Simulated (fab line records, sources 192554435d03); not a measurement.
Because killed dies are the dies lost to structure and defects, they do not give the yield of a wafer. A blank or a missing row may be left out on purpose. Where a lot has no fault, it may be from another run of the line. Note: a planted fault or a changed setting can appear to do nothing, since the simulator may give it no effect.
Commonality check across tools -- flow n5-finfet -- 32 wafers sampled across 11 lots

== REASON FOR OPENING ==
At N5_PMOS_HMC_CHANNEL_EPI_INSPECT_30 the reading raw-defect-count is flagged on 2 of 11 lots. Wafers without a fault read 20, standard deviation 6.6.
Rule: a lot is flagged when every wafer of it that has a number lies more than 4 standard deviations from that mean, or none has a number. The rest of the lots are taken to be sound.

lot,measured,on,"raw-defect-count, wafer by wafer",flag
L865,day 1 20:38,defect-inspect-02,14 20 26,
L866,day 2 02:07,defect-inspect-02,35 26 24,
L867,day 2 08:11,defect-inspect-02,21 19 20,
L868,day 2 14:13,defect-inspect-01,32 29,
L871,day 3 08:48,defect-inspect-02,21 20 34,
L873,day 3 20:43,defect-inspect-02,15 13 11,
L878,day 5 02:22,defect-inspect-02,1235 1249 1245,FLAGGED
L882,day 6 01:57,defect-inspect-02,1230 1187 1143,FLAGGED
L884,day 6 14:22,defect-inspect-02,18 20 12,
L885,day 6 21:05,defect-inspect-01,18 15 20,
L886,day 7 02:41,defect-inspect-01,15 35 20,
The numbers of the flagged lots are 1215 on average: +1195 against the usual, or +99 or more standard deviations.

== LOT BY LOT: THE TOOL USED ==
The record keeps 1 process step preceding the reading, out of 1938 steps on the route. Read each cell as the tool, then ch plus the chambers that the sampled wafers visited, then the start.
lot,flag,N5_PMOS_HMC_CHANNEL_EPI_PRECLEAN_40
L865,,"wet-bench-05 ch 1,2,3, day 1 20:11"
L866,,"wet-bench-03 ch 0,3,4, day 2 01:40"
L867,,"wet-bench-03 ch 4,5,6, day 2 07:44"
L868,,"wet-bench-03 ch 0,1, day 2 13:46"
L871,,"wet-bench-04 ch 0,1,7, day 3 08:14"
L873,,"wet-bench-05 ch 0,1,4, day 3 20:16"
L878,FLAGGED,"wet-bench-04 ch 2,3,5, day 5 01:41"
L882,FLAGGED,"wet-bench-04 ch 3,4,7, day 6 01:30"
L884,,"wet-bench-03 ch 2,5,6, day 6 13:55"
L885,,"wet-bench-05 ch 1,2,6, day 6 20:31"
L886,,"wet-bench-05 ch 0,5,7, day 7 02:14"
What these steps do:
- N5_PMOS_HMC_CHANNEL_EPI_PRECLEAN_40: cleans in DHF, time 30 s.
- N5_PMOS_HMC_CHANNEL_EPI_INSPECT_30: inspects for defects (darkfield).

== FLAGGED AGAINST TOTAL, ONE TOOL AT A TIME (gauges that did the reading follow at the end) ==
step,tool,lots run,flagged,share of the flagged lots,sound lots run after its first flagged lot
N5_PMOS_HMC_CHANNEL_EPI_PRECLEAN_40,wet-bench-03,4,0,none,-
N5_PMOS_HMC_CHANNEL_EPI_PRECLEAN_40,wet-bench-04,3,2,all,0
N5_PMOS_HMC_CHANNEL_EPI_PRECLEAN_40,wet-bench-05,4,0,none,-
N5_PMOS_HMC_CHANNEL_EPI_INSPECT_30,defect-inspect-01,3,0,none,-
N5_PMOS_HMC_CHANNEL_EPI_INSPECT_30,defect-inspect-02,8,2,all,1 (L884)

== WHAT IS ALLOWED BY THE TABLE ==
Rows of the table that ran all the flagged lots, 2 in number: wet-bench-04 at N5_PMOS_HMC_CHANNEL_EPI_PRECLEAN_40; defect-inspect-02 at N5_PMOS_HMC_CHANNEL_EPI_INSPECT_30.
- wet-bench-04 at N5_PMOS_HMC_CHANNEL_EPI_PRECLEAN_40: 2 of its 3 lots flagged. It ran its last sound lot, L871, at day 3 08:14 and its first flagged lot, L878, at day 5 01:41: a fault with its onset between the two fits.
- defect-inspect-02 at N5_PMOS_HMC_CHANNEL_EPI_INSPECT_30: 2 of its 8 lots flagged. Sound lots followed the first flagged one (L884) on it, something a lasting fault affecting the whole tool could not allow.
Left over: one tool, wet-bench-04 at N5_PMOS_HMC_CHANNEL_EPI_PRECLEAN_40.

== WHAT THE SIMULATOR HAD INSERTED ==
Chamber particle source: wet-bench-04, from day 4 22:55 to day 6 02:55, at N5_PMOS_HMC_CHANNEL_EPI_PRECLEAN_40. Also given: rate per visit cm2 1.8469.
Lots struck among those shown: L878, L882. The rule given above showed the same thing.
